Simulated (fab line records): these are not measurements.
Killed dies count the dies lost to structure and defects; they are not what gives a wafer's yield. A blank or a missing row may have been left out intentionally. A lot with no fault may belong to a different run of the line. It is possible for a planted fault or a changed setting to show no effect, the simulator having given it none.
Chamber matching || flow n5_finfet || rie_diel-02 running N5_BEOL_M2_ETCH_70: 4 sister chambers
The step etches SOC in N2/H2, target depth 80 nm, overetch 24 nm, time 130 s. 20 wafers are shown with their chamber, then 10 later ones without.

EACH WAFER AND ITS CHAMBER
{"wafer": "L075.2", "chamber": 0, "showerhead_plenum_p_Torr (Torr)": 2.48, "drypump_motor_current_A (A)": 6.27, "throttle_valve_pct (%)": 17.66}
{"wafer": "L075.5", "chamber": 3, "showerhead_plenum_p_Torr (Torr)": 2.62, "drypump_motor_current_A (A)": 6.11, "throttle_valve_pct (%)": 17.47}
{"wafer": "L075.6", "chamber": 2, "showerhead_plenum_p_Torr (Torr)": 2.44, "drypump_motor_current_A (A)": 6.17, "throttle_valve_pct (%)": 17.47}
{"wafer": "L078.1", "chamber": 2, "showerhead_plenum_p_Torr (Torr)": 2.43, "drypump_motor_current_A (A)": 6.19, "throttle_valve_pct (%)": 17.45}
{"wafer": "L078.2", "chamber": 0, "showerhead_plenum_p_Torr (Torr)": 2.48, "drypump_motor_current_A (A)": 6.28, "throttle_valve_pct (%)": 17.68}
{"wafer": "L078.4", "chamber": 0, "showerhead_plenum_p_Torr (Torr)": 2.48, "drypump_motor_current_A (A)": 6.27, "throttle_valve_pct (%)": 17.65}
{"wafer": "L080.1", "chamber": 0, "showerhead_plenum_p_Torr (Torr)": 2.48, "drypump_motor_current_A (A)": 6.28, "throttle_valve_pct (%)": 17.69}
{"wafer": "L080.4", "chamber": 2, "showerhead_plenum_p_Torr (Torr)": 2.43, "drypump_motor_current_A (A)": 6.16, "throttle_valve_pct (%)": 17.46}
{"wafer": "L080.6", "chamber": 3, "showerhead_plenum_p_Torr (Torr)": 2.62, "drypump_motor_current_A (A)": 6.13, "throttle_valve_pct (%)": 17.48}
{"wafer": "L079.1", "chamber": 1, "showerhead_plenum_p_Torr (Torr)": 2.70, "drypump_motor_current_A (A)": 6.31, "throttle_valve_pct (%)": 17.49}
{"wafer": "L079.4", "chamber": 2, "showerhead_plenum_p_Torr (Torr)": 2.43, "drypump_motor_current_A (A)": 6.16, "throttle_valve_pct (%)": 17.46}
{"wafer": "L079.6", "chamber": 2, "showerhead_plenum_p_Torr (Torr)": 2.43, "drypump_motor_current_A (A)": 6.19, "throttle_valve_pct (%)": 17.47}
{"wafer": "L082.2", "chamber": 1, "showerhead_plenum_p_Torr (Torr)": 2.70, "drypump_motor_current_A (A)": 6.30, "throttle_valve_pct (%)": 17.50}
{"wafer": "L082.3", "chamber": 2, "showerhead_plenum_p_Torr (Torr)": 2.43, "drypump_motor_current_A (A)": 6.17, "throttle_valve_pct (%)": 17.48}
{"wafer": "L082.6", "chamber": 1, "showerhead_plenum_p_Torr (Torr)": 2.70, "drypump_motor_current_A (A)": 6.31, "throttle_valve_pct (%)": 17.52}
{"wafer": "L083.3", "chamber": 0, "showerhead_plenum_p_Torr (Torr)": 2.47, "drypump_motor_current_A (A)": 6.28, "throttle_valve_pct (%)": 17.71}
{"wafer": "L083.5", "chamber": 0, "showerhead_plenum_p_Torr (Torr)": 2.47, "drypump_motor_current_A (A)": 6.28, "throttle_valve_pct (%)": 17.71}
{"wafer": "L083.6", "chamber": 1, "showerhead_plenum_p_Torr (Torr)": 2.70, "drypump_motor_current_A (A)": 6.29, "throttle_valve_pct (%)": 17.53}
{"wafer": "L090.1", "chamber": 3, "showerhead_plenum_p_Torr (Torr)": 2.61, "drypump_motor_current_A (A)": 6.12, "throttle_valve_pct (%)": 17.52}
{"wafer": "L090.2", "chamber": 0, "showerhead_plenum_p_Torr (Torr)": 2.47, "drypump_motor_current_A (A)": 6.30, "throttle_valve_pct (%)": 17.71}

SIGNATURES (means of the wafers above)
{"reading": "showerhead_plenum_p_Torr", "chamber 0": 2.4757, "chamber 1": 2.7000, "chamber 2": 2.4317, "chamber 3": 2.6167, "scatter within a chamber": 0.00448}
{"reading": "drypump_motor_current_A", "chamber 0": 6.2800, "chamber 1": 6.3025, "chamber 2": 6.1733, "chamber 3": 6.1200, "scatter within a chamber": 0.0112}
{"reading": "throttle_valve_pct", "chamber 0": 17.6871, "chamber 1": 17.5100, "chamber 2": 17.4650, "chamber 3": 17.4900, "scatter within a chamber": 0.0205}
Rule: distance of a wafer from a chamber = root of the sum over the readings of ((wafer's reading minus chamber's mean) / reading's scatter) squared. The wafer belongs to the nearest chamber; if the next one is less than 2 further off, it can't be placed. The scatter is the square root of a quotient: the sum, over the shown wafers, of each reading's squared deviation from its chamber's mean, divided by wafers minus chambers.

WAFERS WHOSE CHAMBER IS MISSING
{"wafer": "L090.4", "showerhead_plenum_p_Torr (Torr)": 2.70, "drypump_motor_current_A (A)": 6.28, "throttle_valve_pct (%)": 17.53}
{"wafer": "L093.3", "showerhead_plenum_p_Torr (Torr)": 2.46, "drypump_motor_current_A (A)": 6.27, "throttle_valve_pct (%)": 17.76}
{"wafer": "L093.4", "showerhead_plenum_p_Torr (Torr)": 2.69, "drypump_motor_current_A (A)": 6.28, "throttle_valve_pct (%)": 17.56}
{"wafer": "L093.6", "showerhead_plenum_p_Torr (Torr)": 2.69, "drypump_motor_current_A (A)": 6.30, "throttle_valve_pct (%)": 17.54}
{"wafer": "L096.1", "showerhead_plenum_p_Torr (Torr)": 2.60, "drypump_motor_current_A (A)": 6.10, "throttle_valve_pct (%)": 17.56}
{"wafer": "L096.3", "showerhead_plenum_p_Torr (Torr)": 2.41, "drypump_motor_current_A (A)": 6.16, "throttle_valve_pct (%)": 17.56}
{"wafer": "L096.5", "showerhead_plenum_p_Torr (Torr)": 2.46, "drypump_motor_current_A (A)": 6.29, "throttle_valve_pct (%)": 17.76}
{"wafer": "L097.1", "showerhead_plenum_p_Torr (Torr)": 2.46, "drypump_motor_current_A (A)": 6.29, "throttle_valve_pct (%)": 17.77}
{"wafer": "L097.4", "showerhead_plenum_p_Torr (Torr)": 2.41, "drypump_motor_current_A (A)": 6.17, "throttle_valve_pct (%)": 17.55}
{"wafer": "L097.5", "showerhead_plenum_p_Torr (Torr)": 2.46, "drypump_motor_current_A (A)": 6.28, "throttle_valve_pct (%)": 17.77}

EACH ONE'S CHAMBER
{"wafer": "L090.4", "from the rows above": 1, "in truth": 1}
{"wafer": "L093.3", "from the rows above": 0, "in truth": 0}
{"wafer": "L093.4", "from the rows above": 1, "in truth": 1}
{"wafer": "L093.6", "from the rows above": 1, "in truth": 1}
{"wafer": "L096.1", "from the rows above": 3, "in truth": 3}
{"wafer": "L096.3", "from the rows above": 2, "in truth": 2}
{"wafer": "L096.5", "from the rows above": 0, "in truth": 0}
{"wafer": "L097.1", "from the rows above": 0, "in truth": 0}
{"wafer": "L097.4", "from the rows above": 2, "in truth": 2}
{"wafer": "L097.5", "from the rows above": 0, "in truth": 0}
Correct placement for 10 of the 10. Number that these rows cannot place: 0. Number placed wrongly: 0.
